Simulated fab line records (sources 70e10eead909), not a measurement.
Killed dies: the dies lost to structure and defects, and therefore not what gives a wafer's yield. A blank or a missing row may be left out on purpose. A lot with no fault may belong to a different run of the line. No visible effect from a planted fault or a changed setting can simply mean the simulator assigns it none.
fab line records	flow nand-harc
record: lots: 6	wafers: 18	last-day: 25
route steps=1159 shown A_CHANNEL_HOLE_D1@461 A_CHANNEL_FILL_D1@490 END@1159
lots that met no fault: from a run of the same line without faults
start-h: the number of hours between the record's first day and the start of the first shown wafer of the lot	wait-h: time in hours since the lot's previous step	" same as the row above	L1.1+2: a single row standing in for several wafers	- no value, or no start given	* or withheld: withheld	< > ~ a bound
route shown NAME@n: NAME is a module with steps in the file, n the number in the route of the first one	usual: the fault-free wafers' mean and standard deviation	same: alike in all rows	chamber/n: place in a boat	sites: each site's reading	_std_site: the standard deviation of these	_edge_site: inner sites' mean taken away from outer sites' mean	radius-mm: how far each site lies from the wafer's centre	mask NAME#n: copy n	behind: the tool/chamber that last shaped the wafer	hold: what put the lot on hold/how long, in hours/how the hold closed	device: transistor that didn't switch, given as n, p or np	end of line: at the end of the route, the tests of the same wafers	a step with no rows: only its recipe	killed: not the wafer's yield, but the dies lost to structure and defects at the first sort	map: a wafer's dies, marking killed ones x, the rest . and places with no die _
set.NAME: the setting the step ran with; set.NAME@STEP: the setting that earlier step ran with	model.NAME: the simulator's own value behind a step, which no gauge read
lots seen at some steps along the route; tables by step, rows by wafer
services: the hour from which a tool's chamber was out of use, counted from the record's first day as start-h (under 0 if before that day), plus the number of hours and why
== steps ==
step: NHARC_A_CHANNEL_HOLE_D1_DEVELOP_09
recipe: develop-time-s: 35	dev-temp-c: 23
step: NHARC_A_CHANNEL_HOLE_D1_CD_MEAS_10
recipe: target-cd-nm: 100	landing-energy-ev: 500
usual: cd-nm: 99.7/0.6
lot.wafer	tool	chamber	start-h	wait-h	cd-nm
L974.4	cd-sem-01	0	172.71	-	99.9
L974.5	"	0	"	"	100.0
L974.6	"	0	"	"	99.1
L980.1	cd-sem-01	0	215.94	-	100.2
L980.2	"	0	"	"	99.3
L980.5	"	0	"	"	100.3
L981.3	cd-sem-02	0	226.98	-	100.1
L981.4	"	0	"	"	99.0
L981.6	"	0	"	"	98.7
L983.2	cd-sem-02	0	236.35	-	99.3
L983.3	"	0	"	"	98.1
L983.4	"	0	"	"	99.1
L987.3	cd-sem-02	0	266.18	-	99.3
L987.5	"	0	"	"	100.0
L987.6	"	0	"	"	99.6
L996.2	cd-sem-02	0	313.16	-	99.4
L996.5	"	0	"	"	99.8
L996.6	"	0	"	"	99.5
step: NHARC_A_CHANNEL_HOLE_D1_OVL_MEAS_11
usual: overlay-x-nm: 0.0/0.67	overlay-y-nm: -0.1/1.1
lot.wafer	tool	chamber	start-h	wait-h	overlay-x-nm	overlay-y-nm
L974.4	overlay-01	-	172.80	-	0.5	1.0
L974.5	"	-	"	"	-0.1	2.0
L974.6	"	-	"	"	-0.3	1.8
L980.1	overlay-01	-	216.03	-	0.5	0.5
L980.2	"	-	"	"	0.7	0.8
L980.5	"	-	"	"	0.4	0.0
L981.3	overlay-01	-	227.06	-	-0.6	-0.7
L981.4	"	-	"	"	-0.2	-0.1
L981.6	"	-	"	"	-0.8	-0.2
L983.2	overlay-01	-	236.43	-	1.0	-2.5
L983.3	"	-	"	"	0.9	-2.9
L983.4	"	-	"	"	0.5	-3.0
L987.3	overlay-01	-	266.29	-	0.1	0.7
L987.5	"	-	"	"	0.3	0.1
L987.6	"	-	"	"	-0.2	0.6
L996.2	overlay-02	-	313.25	-	1.2	-1.5
L996.5	"	-	"	"	1.7	-1.3
L996.6	"	-	"	"	1.4	-1.7
step: NHARC_A_CHANNEL_HOLE_D1_INSPECT_12
usual: raw-defect-count: 5/3.1
lot.wafer	tool	chamber	start-h	wait-h	raw-defect-count
L974.4	defect-inspect-01	-	172.83	0.0	4
L974.5	"	-	"	"	8
L974.6	"	-	"	"	8
L980.1	defect-inspect-01	-	216.07	0.0	12
L980.2	"	-	"	"	5
L980.5	"	-	"	"	7
L981.3	defect-inspect-02	-	227.10	0.0	9
L981.4	"	-	"	"	5
L981.6	"	-	"	"	7
L983.2	defect-inspect-02	-	236.47	0.0	8
L983.3	"	-	"	"	5
L983.4	"	-	"	"	8
L987.3	defect-inspect-02	-	266.32	0.0	2
L987.5	"	-	"	"	5
L987.6	"	-	"	"	12
L996.2	defect-inspect-01	-	313.28	0.0	4
L996.5	"	-	"	"	3
L996.6	"	-	"	"	4
step: NHARC_A_CHANNEL_HOLE_D1_DESCUM_15
recipe: time-s: 3	o2-flow-sccm: 200	ar-flow-sccm: 0	bias-power-w: 0	chemistry: O2
usual: drypump-motor-current-A: 5.8/0.36	oes-product-au: 0.996/0.014	rf-vpp-V: 58.0/0.88	showerhead-plenum-p-Torr: 1.93/0.066	throttle-valve-pct: 11.312/0.0087
lot.wafer	tool	chamber	start-h	wait-h	drypump-motor-current-A	oes-product-au	rf-hours-counter-h	rf-vpp-V	showerhead-plenum-p-Torr	throttle-valve-pct
L974.4	rie-diel-08	2	172.91	0.1	5.7	0.983	2.1	56.9	1.84	11.325
L974.6	"	0	"	"	5.8	0.988	-	57.7	1.93	11.312
L974.5	"	1	"	"	5.7	0.995	-	56.6	1.81	11.311
L980.2	rie-diel-08	2	216.13	0.1	5.7	0.983	5.0	57.2	1.84	11.303
L980.1	"	3	"	"	5.7	1.004	4.4	59.7	1.93	11.314
L980.5	"	2	"	"	5.7	0.982	-	58.1	1.84	11.318
L981.4	rie-diel-10	1	227.16	0.1	5.6	1.011	3.3	58.4	1.98	11.330
L981.3	"	2	"	"	6.1	0.995	3.6	58.5	1.92	11.297
L981.6	"	2	"	"	6.1	0.995	-	57.9	1.92	11.301
L983.2	rie-diel-08	1	236.53	0.1	5.8	0.999	6.2	55.4	1.81	11.299
L983.3	"	2	"	"	5.8	0.989	6.0	55.9	1.84	11.322
L983.4	"	3	"	"	5.7	1.014	5.2	59.3	1.93	11.320
L987.3	rie-diel-08	2	266.38	0.1	5.7	0.978	6.9	57.2	1.84	11.323
L987.5	"	2	"	"	5.7	0.975	-	58.4	1.84	11.310
L987.6	"	3	"	"	5.7	1.006	-	57.5	1.93	11.319
L996.2	rie-diel-08	1	313.37	0.1	5.8	1.013	0.1	57.1	1.80	11.321
L996.6	"	2	"	"	5.7	1.007	-	57.6	1.83	11.327
L996.5	"	3	"	"	5.7	0.997	-	57.9	1.93	11.320
step: NHARC_A_CHANNEL_HOLE_D1_ETCH_38
recipe: target-depth-a: 390	over-etch-frac: 0.3	time-s: 65	ion-energy-ev: 80	cf4-flow-sccm: 150	ar-flow-sccm: 0	rf-w: 300	bias-w: 100	chemistry: CF4
step: NHARC_A_CHANNEL_HOLE_D1_ETCH_39
recipe: target-depth-a: 2600	over-etch-frac: 0.3	time-s: 325	ion-energy-ev: 200	n2-flow-sccm: 150	h2-flow-sccm: 150	ar-flow-sccm: 0	rf-w: 400	bias-w: 150	chemistry: N2/H2
step: NHARC_A_CHANNEL_HOLE_D1_ETCH_34
recipe: target-depth-a: 1540	time-s: 77	cf4-flow-sccm: 100	chf3-flow-sccm: 30	ar-flow-sccm: 0	rf-w: 500	bias-w: 200	chemistry: CF4/CHF3
step: NHARC_A_CHANNEL_HOLE_D1_ETCH_16
recipe: target-depth-a: 31000	over-etch-frac: 0.3	time-s: 806	ion-energy-ev: 150	o2-flow-sccm: 400	cos-flow-sccm: 20	ar-flow-sccm: 0	rf-w: 500	bias-w: 300	chemistry: O2/COS
step: NHARC_A_CHANNEL_HOLE_D1_CD_MEAS_18
usual: cd-nm: 99/3.9
lot.wafer	tool	chamber	start-h	wait-h	cd-nm
L974.4	cd-sem-01	-	174.01	-	101
L974.5	"	-	"	"	98
L974.6	"	-	"	"	97
L980.1	cd-sem-01	-	217.23	-	103
L980.2	"	-	"	"	100
L980.5	"	-	"	"	102
L981.3	cd-sem-01	-	228.27	-	93
L981.4	"	-	"	"	95
L981.6	"	-	"	"	94
L983.2	cd-sem-03	-	237.64	-	104
L983.3	"	-	"	"	105
L983.4	"	-	"	"	96
L987.3	cd-sem-01	-	267.49	-	94
L987.5	"	-	"	"	103
L987.6	"	-	"	"	106
L996.2	cd-sem-02	-	314.45	-	98
L996.5	"	-	"	"	106
L996.6	"	-	"	"	100
step: NHARC_A_CHANNEL_HOLE_D1_ETCH_19
recipe: bias-v: 1200	source-w: 2500	pressure-mtorr: 15	time-s: 34.5	ar-flow-sccm: 375	c4f8-flow-sccm: 28.8	o2-flow-sccm: 96.2	temp-c: -20	target-depth-a: *	chemistry: C4F8/O2/Ar
step: NHARC_A_CHANNEL_HOLE_D1_ETCH_20
recipe: bias-v: 3000	source-w: withheld	pressure-mtorr: 20	time-s: 361.9	ar-flow-sccm: 375	c4f8-flow-sccm: 89.3	o2-flow-sccm: 35.7	temp-c: -20	target-depth-a: 16000	chemistry: C4F8/O2/Ar
step: NHARC_A_CHANNEL_HOLE_D1_ETCH_21
recipe: bias-v: 3000	source-w: withheld	pressure-mtorr: 20	time-s: 514.3	ar-flow-sccm: 375	c4f8-flow-sccm: 89.3	o2-flow-sccm: 35.7	temp-c: -20	target-depth-a: 16000	chemistry: C4F8/O2/Ar
usual: drypump-motor-current-A: 5.7/0.32	showerhead-plenum-p-Torr: 3.81/0.056	throttle-valve-pct: 32.154/0.0095
lot.wafer	tool	chamber	start-h	wait-h	drypump-motor-current-A	rf-hours-counter-h	showerhead-plenum-p-Torr	throttle-valve-pct
L974.4	har-etch-01	0	174.66	0.3	5.3	-	3.74	32.167
L974.6	"	0	"	"	5.3	-	3.74	32.149
L974.5	"	1	"	"	6.1	-	3.82	32.146
L980.1	har-etch-01	0	217.73	0.3	5.3	211	3.73	32.149
L980.2	"	1	"	"	6.2	211	3.81	32.150
L980.5	"	1	"	"	6.1	-	3.81	32.147
L981.3	har-etch-01	0	229.14	0.3	5.3	-	3.73	32.159
L981.4	"	1	"	"	6.1	-	3.81	32.156
L981.6	"	0	"	"	5.3	-	3.73	32.144
L983.2	har-etch-01	1	238.20	0.3	6.1	220	3.81	32.143
L983.4	"	0	"	"	5.3	-	3.73	32.157
L983.3	"	1	"	"	6.1	-	3.81	32.160
L987.3	har-etch-01	0	268.13	0.3	5.3	-	3.72	32.162
L987.6	"	0	"	"	5.3	-	3.72	32.142
L987.5	"	1	"	"	6.1	-	3.80	32.153
L996.2	har-etch-02	0	318.31	0.3	5.6	163	3.84	32.135
L996.6	"	0	"	"	5.6	-	3.84	32.150
L996.5	"	1	"	"	5.9	-	3.84	32.149
step: NHARC_A_CHANNEL_HOLE_D1_ETCH_22
recipe: bias-v: 3000	source-w: withheld	pressure-mtorr: 20	time-s: 666.7	ar-flow-sccm: 375	c4f8-flow-sccm: 89.3	o2-flow-sccm: 35.7	temp-c: -20	target-depth-a: 16000	chemistry: C4F8/O2/Ar
step: NHARC_A_CHANNEL_HOLE_D1_ETCH_23
recipe: bias-v: 5000	source-w: withheld	pressure-mtorr: 20	time-s: 819	ar-flow-sccm: 375	c4f8-flow-sccm: 89.3	o2-flow-sccm: 35.7	temp-c: -20	target-depth-a: 16000	chemistry: C4F8/O2/Ar
step: NHARC_A_CHANNEL_HOLE_D1_ETCH_24
recipe: bias-v: 5000	source-w: withheld	pressure-mtorr: 20	time-s: 906.2	ar-flow-sccm: 375	c4f8-flow-sccm: 93.8	o2-flow-sccm: 31.2	temp-c: -20	target-depth-a: 15000	chemistry: C4F8/O2/Ar
step: NHARC_A_CHANNEL_HOLE_D1_ETCH_25
recipe: bias-v: 5000	source-w: withheld	pressure-mtorr: 20	time-s: 1040.2	ar-flow-sccm: 375	c4f8-flow-sccm: 93.8	o2-flow-sccm: 31.2	temp-c: -20	target-depth-a: 15000	chemistry: C4F8/O2/Ar
usual: drypump-motor-current-A: 5.7/0.33	showerhead-plenum-p-Torr: 3.81/0.056	throttle-valve-pct: 32.235/0.0096
lot.wafer	tool	chamber	start-h	wait-h	drypump-motor-current-A	rf-hours-counter-h	showerhead-plenum-p-Torr	throttle-valve-pct
L974.4	har-etch-01	0	177.29	0.7	5.3	-	3.74	32.234
L974.6	"	0	"	"	5.3	-	3.74	32.250
L974.5	"	1	"	"	6.2	-	3.82	32.241
L980.1	har-etch-01	0	220.21	0.6	5.3	213	3.73	32.233
L980.2	"	1	"	"	6.2	213	3.81	32.236
L980.5	"	1	"	"	6.1	-	3.81	32.236
L981.3	har-etch-01	0	231.74	0.7	5.3	-	3.73	32.243
L981.4	"	1	"	"	6.2	-	3.81	32.228
L981.6	"	0	"	"	5.3	-	3.73	32.221
L983.2	har-etch-01	1	240.75	0.7	6.2	222	3.80	32.238
L983.4	"	0	"	"	5.3	-	3.72	32.239
L983.3	"	1	"	"	6.2	-	3.80	32.224
L987.3	har-etch-01	0	270.77	0.7	5.3	-	3.72	32.246
L987.6	"	0	"	"	5.3	-	3.72	32.229
L987.5	"	1	"	"	6.1	-	3.80	32.251
L996.2	har-etch-02	0	320.77	0.6	5.6	165	3.83	32.229
L996.6	"	0	"	"	5.6	-	3.83	32.228
L996.5	"	1	"	"	5.9	-	3.83	32.237
step: NHARC_A_CHANNEL_HOLE_D1_ETCH_26
recipe: bias-v: 300	source-w: 2000	pressure-mtorr: 30	time-s: 224.1	ar-flow-sccm: 375	c4f8-flow-sccm: 11.4	o2-flow-sccm: 113.6	temp-c: -20	target-depth-a: 3000	chemistry: C4F8/O2/Ar
step: NHARC_A_CHANNEL_HOLE_D1_ETCH_33
recipe: bias-v: 400	source-w: 2000	pressure-mtorr: 25	time-s: 90	ar-flow-sccm: 375	c4f8-flow-sccm: 41.7	o2-flow-sccm: 83.3	temp-c: -20	target-depth-a: 4000	chemistry: C4F8/O2/Ar
usual: drypump-motor-current-A: 5.7/0.33	showerhead-plenum-p-Torr: 3.86/0.058	throttle-valve-pct: 27.620/0.0089
lot.wafer	tool	chamber	start-h	wait-h	drypump-motor-current-A	rf-hours-counter-h	showerhead-plenum-p-Torr	throttle-valve-pct
L974.4	har-etch-01	0	178.13	0.2	5.3	-	3.78	27.639
L974.6	"	0	"	"	5.3	-	3.78	27.615
L974.5	"	1	"	"	6.2	-	3.87	27.629
L980.1	har-etch-01	0	221.29	0.2	5.2	214	3.77	27.619
L980.2	"	1	"	"	6.1	214	3.86	27.617
L980.5	"	1	"	"	6.2	-	3.86	27.619
L981.3	har-etch-01	0	232.59	0.2	5.3	-	3.77	27.632
L981.4	"	1	"	"	6.1	-	3.85	27.626
L981.6	"	0	"	"	5.3	-	3.77	27.617
L983.2	har-etch-01	1	241.73	0.2	6.2	223	3.85	27.613
L983.4	"	0	"	"	5.3	-	3.77	27.630
L983.3	"	1	"	"	6.2	-	3.85	27.603
L987.3	har-etch-01	0	271.61	0.2	5.3	-	3.76	27.633
L987.6	"	0	"	"	5.3	-	3.76	27.624
L987.5	"	1	"	"	6.1	-	3.85	27.636
L996.2	har-etch-02	0	321.84	0.2	5.6	166	3.88	27.626
L996.6	"	0	"	"	5.6	-	3.88	27.620
L996.5	"	1	"	"	5.8	-	3.88	27.612
step: NHARC_A_CHANNEL_HOLE_D1_STRIP_41
recipe: n2-flow-sccm: 150	h2-flow-sccm: 150	ar-flow-sccm: 0	bias-w: 0	chemistry: N2/H2
step: NHARC_A_CHANNEL_HOLE_D1_STRIP_42
recipe: cf4-flow-sccm: 100	chf3-flow-sccm: 30	ar-flow-sccm: 0	bias-w: 0	chemistry: CF4/CHF3
step: NHARC_A_CHANNEL_HOLE_D1_STRIP_43
recipe: o2-flow-sccm: 400	cos-flow-sccm: 20	ar-flow-sccm: 0	bias-w: 0	chemistry: O2/COS
step: NHARC_A_CHANNEL_HOLE_D1_ETCH_44
recipe: target-depth-a: 1400	overetch-a: 140	time-s: 77	ion-energy-ev: 100	cf4-flow-sccm: 80	o2-flow-sccm: 20	ar-flow-sccm: 0	rf-w: 300	bias-w: 100	chemistry: CF4/O2
usual: drypump-motor-current-A: 5.8/0.4	oes-product-au: 1.001/0.015	rf-vpp-V: 198.3/1.2	showerhead-plenum-p-Torr: 1.35/0.046	throttle-valve-pct: 13.398/0.0097
lot.wafer	tool	chamber	start-h	wait-h	drypump-motor-current-A	oes-product-au	rf-hours-counter-h	rf-vpp-V	showerhead-plenum-p-Torr	throttle-valve-pct
L974.4	rie-diel-09	3	178.82	0.1	6.0	1.025	7.0	197.8	1.33	13.403
L974.5	"	3	"	"	6.0	1.017	-	198.1	1.33	13.406
L974.6	"	0	"	"	5.3	0.989	-	199.9	1.42	13.402
L980.1	rie-diel-10	3	222.05	0.1	6.6	1.012	2.9	199.6	1.43	13.396
L980.2	"	0	"	"	5.7	1.016	2.8	197.7	1.37	13.390
L980.5	"	2	"	"	6.1	0.983	-	197.9	1.34	13.399
L981.4	rie-diel-08	3	233.28	0.1	5.7	1.006	5.1	199.5	1.35	13.407
L981.3	"	2	"	"	5.7	0.988	5.8	197.6	1.28	13.402
L981.6	"	3	"	"	5.7	1.004	-	196.8	1.35	13.395
L983.2	rie-diel-10	3	242.44	0.1	6.6	1.016	4.8	198.9	1.43	13.395
L983.3	"	0	"	"	5.6	1.011	4.7	199.4	1.37	13.390
L983.4	"	1	"	"	5.6	0.996	4.9	198.4	1.38	13.388
L987.3	rie-diel-10	1	272.33	0.1	5.6	1.014	6.6	198.8	1.38	13.404
L987.5	"	2	"	"	6.1	0.990	-	198.2	1.34	13.398
L987.6	"	3	"	"	6.6	1.025	-	199.7	1.43	13.384
L996.2	rie-diel-10	2	322.61	0.1	6.1	0.999	10.4	198.4	1.34	13.389
L996.6	"	0	"	"	5.7	1.002	-	198.7	1.37	13.394
L996.5	"	1	"	"	5.6	1.019	-	198.4	1.38	13.397
step: NHARC_A_CHANNEL_HOLE_D1_STRIP_27
recipe: o2-flow-sccm: 500	ar-flow-sccm: 0	bias-w: 0	chemistry: O2
usual: drypump-motor-current-A: 5.8/0.38	oes-product-au: 1.001/0.015	rf-vpp-V: 58.0/0.85	showerhead-plenum-p-Torr: 3.58/0.12	throttle-valve-pct: 17.036/0.0079
lot.wafer	tool	chamber	start-h	wait-h	drypump-motor-current-A	oes-product-au	rf-hours-counter-h	rf-vpp-V	showerhead-plenum-p-Torr	throttle-valve-pct
L974.4	rie-diel-09	0	-	-	5.3	1.002	8.0	59.7	3.75	17.037
L974.5	"	3	"	"	6.1	1.015	-	59.1	3.52	17.036
L974.6	"	0	"	"	5.3	0.991	-	57.4	3.75	17.040
L980.2	rie-diel-10	1	-	-	5.6	1.027	2.8	58.2	3.64	17.050
L980.1	"	3	"	"	6.6	1.014	2.9	59.0	3.76	17.038
L980.5	"	2	"	"	6.1	0.998	-	58.8	3.54	17.052
L981.4	rie-diel-08	3	-	-	5.7	0.995	5.2	57.8	3.56	17.044
L981.3	"	0	"	"	5.8	0.975	5.6	57.4	3.55	17.038
L981.6	"	1	"	"	5.8	1.011	-	57.2	3.34	17.040
L983.4	rie-diel-10	0	-	-	5.7	1.017	4.8	57.4	3.61	17.051
L983.2	"	1	"	"	5.6	1.002	5.0	59.3	3.64	17.026
L983.3	"	2	"	"	6.1	0.987	5.0	56.9	3.54	17.044
L987.3	rie-diel-10	1	-	-	5.6	1.015	6.7	57.4	3.64	17.039
L987.6	"	0	"	"	5.7	1.002	-	57.6	3.61	17.034
L987.5	"	1	"	"	5.6	1.007	-	58.1	3.64	17.026
L996.2	rie-diel-10	3	-	-	6.6	1.026	11.0	58.5	3.76	17.032
L996.6	"	0	"	"	5.7	1.007	-	57.6	3.61	17.032
L996.5	"	1	"	"	5.6	1.008	-	58.2	3.64	17.042
step: NHARC_A_CHANNEL_HOLE_D1_PRECLEAN_28
recipe: time-s: *	temp-c: 50	bath-age-min: 0	chemistry: SC1
step: NHARC_A_CHANNEL_HOLE_D1_SRD_29
step: NHARC_A_CHANNEL_HOLE_D1_CD_MEAS_30
usual: cd-nm: 90.4/1.7
lot.wafer	tool	chamber	start-h	wait-h	cd-nm
L974.4	cd-sem-03	-	179.63	-	90.9
L974.5	"	-	"	"	90.9
L974.6	"	-	"	"	91.1
L980.1	cd-sem-03	-	222.86	-	91.2
L980.2	"	-	"	"	88.0
L980.5	"	-	"	"	90.7
L981.3	cd-sem-01	-	234.09	-	90.8
L981.4	"	-	"	"	93.3
L981.6	"	-	"	"	90.8
L983.2	cd-sem-03	-	243.24	-	90.8
L983.3	"	-	"	"	88.4
L983.4	"	-	"	"	89.5
L987.3	cd-sem-03	-	273.12	-	88.2
L987.5	"	-	"	"	90.1
L987.6	"	-	"	"	92.3
L996.2	cd-sem-02	-	323.39	-	93.4
L996.5	"	-	"	"	92.9
L996.6	"	-	"	"	89.5
step: NHARC_A_CHANNEL_HOLE_D1_XSEM_31
recipe: landing-energy-ev: 35000
step: NHARC_A_CHANNEL_HOLE_D1_INSPECT_40
usual: raw-defect-count: 65/21
lot.wafer	tool	chamber	start-h	wait-h	raw-defect-count
L974.4	defect-inspect-02	-	179.80	-	61
L974.5	"	-	"	"	76
L974.6	"	-	"	"	68
L980.1	defect-inspect-02	-	223.05	-	60
L980.2	"	-	"	"	51
L980.5	"	-	"	"	67
L981.3	defect-inspect-01	-	234.27	-	73
L981.4	"	-	"	"	47
L981.6	"	-	"	"	85
L983.2	defect-inspect-02	-	243.43	-	716
L983.3	"	-	"	"	735
L983.4	"	-	"	"	707
L987.3	defect-inspect-02	-	273.31	-	674
L987.5	"	-	"	"	676
L987.6	"	-	"	"	734
L996.2	defect-inspect-01	-	323.57	-	75
L996.5	"	-	"	"	56
L996.6	"	-	"	"	65
step: NHARC_A_CHANNEL_FILL_D1_PRECLEAN_00
recipe: time-s: *	temp-c: 50	bath-age-min: 0	chemistry: SC1
step: NHARC_END_SORT_01
recipe: temp-c: 25
usual: killed-at-array: 29/10	killed-at-other: 0.7/1.1	killed-at-periphery: 3.3/2.4	killed-dies: 33/11	killed-open: 3.3/2	killed-short: 1.9/1.3
same: gross-dies: 677
lot.wafer	tool	chamber	start-h	wait-h	killed-at-array	killed-at-other	killed-at-periphery	killed-dies	killed-open	killed-short
L983.2	prober-01	0	506.69	2.8	98	1	3	102	7	2
L983.3	prober-01	0	507.50	3.1	89	0	1	90	5	0
L983.4	prober-01	0	508.30	3.4	102	0	3	105	3	3
L981.3	prober-02	0	507.54	3.1	30	0	3	33	3	5
L981.4	prober-02	0	508.32	3.4	27	0	4	31	5	2
L981.6	prober-02	0	509.89	3.9	31	0	5	36	5	2
L987.3	prober-02	0	551.11	3.1	96	2	8	106	2	3
L987.5	prober-02	0	552.70	3.7	89	5	3	97	1	4
L987.6	prober-02	0	553.50	4.0	98	0	6	104	5	0
killed by level:class
L983.2 A_CHANNEL_HOLE_D1:unspecified=77 A_CONTACT:chamber-film-flake=6 A_CONTACT:geometric-particle:open=4 A_CHANNEL_HOLE_D1:chamber-film-flake=4 A_STAIRCASE:chamber-film-flake=3 P_ZERO_WELL:chamber-film-flake=2 P_CONTACT:geometric-particle:open=1 A_ONON_D1:geometric-particle:open=1
L983.3 A_CHANNEL_HOLE_D1:unspecified=72 A_STAIRCASE:chamber-film-flake=5 A_CONTACT:chamber-film-flake=5 A_CHANNEL_FILL_D1:geometric-particle:open=2 A_CONTACT:geometric-particle:open=2 A_CHANNEL_HOLE_D1:chamber-film-flake=2 A_ONON_D1:geometric-particle:open=1 P_STI:chamber-film-flake=1
L981.3 A_CHANNEL_HOLE_D1:chamber-film-flake=18 A_STAIRCASE:chamber-film-flake=2 A_CONTACT:chamber-film-flake=2 P_M0:geometric-particle:short=1 A_ONON_D1:geometric-particle:short=1 A_CHANNEL_FILL_D1:geometric-particle:short=1 A_WL_FILL:geometric-particle:short=1 A_CONTACT:geometric-particle:open=1
L983.4 A_CHANNEL_HOLE_D1:unspecified=89 A_STAIRCASE:chamber-film-flake=4 A_CHANNEL_HOLE_D1:chamber-film-flake=2 P_M0:geometric-particle:short=1 A_ONON_D1:geometric-particle:open=1 A_ONON_D1:geometric-particle:short=1 A_CHANNEL_HOLE_D1:geometric-particle:short=1 A_CONTACT:geometric-particle:open=1
L981.4 A_CHANNEL_HOLE_D1:chamber-film-flake=14 A_CONTACT:chamber-film-flake=5 A_WL_FILL:geometric-particle:open=2 P_STI:chamber-film-flake=2 A_WL_FILL:chamber-film-flake=2 P_M0:geometric-particle:open=1 P_M0:geometric-particle:short=1 A_CHANNEL_FILL_D1:geometric-particle:short=1
L981.6 A_CHANNEL_HOLE_D1:chamber-film-flake=17 A_STAIRCASE:chamber-film-flake=6 P_CONTACT:geometric-particle:open=2 A_CONTACT:geometric-particle:open=2 P_STI:chamber-film-flake=2 A_CONTACT:chamber-film-flake=2 A_WL_FILL:geometric-particle:short=1 A_WL_FILL:geometric-particle:open=1
L987.3 A_CHANNEL_HOLE_D1:unspecified=86 A_CHANNEL_HOLE_D1:chamber-film-flake=4 P_GATE:chamber-film-flake=2 P_CONTACT:chamber-film-flake=2 A_STAIRCASE:chamber-film-flake=2 THIN_TSV:chamber-film-flake=2 P_GATE:geometric-particle:open=1 P_CONTACT:geometric-particle:short=1
L987.5 A_CHANNEL_HOLE_D1:unspecified=75 A_STAIRCASE:chamber-film-flake=6 THIN_TSV:chamber-film-flake=5 A_M1:geometric-particle:short=2 P_GATE:chamber-film-flake=2 A_CHANNEL_HOLE_D1:chamber-film-flake=2 A_ONON_D1:geometric-particle:short=1 A_CHANNEL_FILL_D1:geometric-particle:short=1
L987.6 A_CHANNEL_HOLE_D1:unspecified=88 A_CONTACT:chamber-film-flake=5 P_M1:chamber-film-flake=2 P_GATE:geometric-particle:open=1 P_M1:geometric-particle:open=1 A_ONON_D1:geometric-particle:open=1 A_M0:geometric-particle:open=1 A_M1:geometric-particle:open=1
map L983.4 (x killed, . not)
____________.____________
_________......._________
_______..........._______
______.............______
_____..............._____
____.................____
____.................____
___...........x.......___
___...................___
__.....................__
__.....................__
_.......x...x.......x..._
_......................._
_......................._
_.....x................._
_.....................x._
...x.....................
..........x..............
............x............
.........x..x.x..........
..........x.x.x..........
_......xxxxxxxxx........_
_........xxxxxx.x......._
_.....x.xxxxxxxx........_
_......xxxxxxxx.xx......_
_......xxxxxxxxx........_
__......xxxxxxxx.......__
__...x.xxxxxxxxx.......__
___...xxxxxxxxxx......___
___....xxxxxx.xx......___
____....xxxxxx.......____
____.....xx..........____
_____....x...x......_____
______.............______
_______..........._______
_________......._________
____________.____________
map L987.3 (x killed, . not)
____________.____________
_________......._________
_______..........._______
______............x______
_____..............x_____
____.................____
____.................____
___...................___
___...................___
__.....................__
__.....................__
_......................._
_..x..x................._
_....................x.._
_......................._
_......x................_
.........................
...x.....................
............xx...........
...........x.xx..........
.........xxxx.x..........
_......x.xxxxxx.....x..._
_.......xxxxxxx........._
_......xxxxxxxx........._
_.......xxxxxxxx.......x_
_.......xxxxxx.x.......x_
__......xxxxxxxx.......__
__....xxxxxxxxxx.......__
___....xxxxxxxxx......___
___.....xxxxxxx.......___
____....xxxxxxx......____
____......x.x........____
_____.......x......._____
______.....xx......______
_______..x......x._______
_________.....x._________
____________.____________
== services ==
tool	chamber	start-h	hours	kind
rie-diel-10	0	155.67	-	clean
rie-diel-10	1	155.67	-	clean
rie-diel-10	2	155.67	-	clean
rie-diel-10	3	155.67	-	clean
rie-diel-10	-	176.71	9.0	pm
rie-diel-10	0	176.71	9.0	vent-cycle
rie-diel-10	1	176.71	9.0	vent-cycle
rie-diel-10	2	176.71	9.0	vent-cycle
rie-diel-10	3	176.71	9.0	vent-cycle
rie-diel-08	0	180.76	1.9	repair
rie-diel-10	0	185.71	-	clean
rie-diel-10	1	185.71	-	clean
rie-diel-10	2	185.71	-	clean
rie-diel-08	0	240.09	7.6	repair
rie-diel-09	3	242.98	8.4	repair
rie-diel-09	-	254.11	9.0	pm
rie-diel-10	2	267.66	2.8	repair
rie-diel-09	1	273.46	4.7	repair
rie-diel-10	3	280.74	2.1	repair
rie-diel-08	1	285.38	1.6	repair
rie-diel-08	-	301.80	9.0	pm
har-etch-01	-	308.84	17.0	pm
har-etch-01	0	308.84	17.0	vent-cycle
har-etch-01	1	308.84	17.0	vent-cycle
== key ==
first-sign: step: NHARC_A_CHANNEL_HOLE_D1_INSPECT_40	reading: raw-defect-count	direction: up	sigmas: 31	usual: 65	struck: 707
effect: step: NHARC_END_SORT_01	reading: killed-at-array	direction: up	sigmas: 6.5	usual: 29	struck: 95
more-kills-born-at: NHARC_A_CHANNEL_HOLE_D1_ETCH_21@har-etch-01: 392
met-at NHARC_A_CHANNEL_HOLE_D1_ETCH_21
struck-wafers L983.2,L983.3,L983.4,L987.3,L987.5,L987.6
tester-left-out L983,L987
onset-between 229.14 238.20
also-fits NHARC_A_CHANNEL_HOLE_D1_ETCH_25:har-etch-01,NHARC_A_CHANNEL_HOLE_D1_ETCH_33:har-etch-01
fault: kind: chamber-particle-source	tool: har-etch-01	chamber: -	onset-h: 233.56	steps: NHARC_A_CHANNEL_HOLE_D1_ETCH_21	rate-per-visit-cm2: 0.98812	end-h: 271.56
tester-left-out: of these lots the tester's yield and bins aren't shown, on N5 and GAA mostly nor the transistor test; their killed dies are dies lost to structure and defects alone, not to doping, threshold or leakage, so they don't give the yield
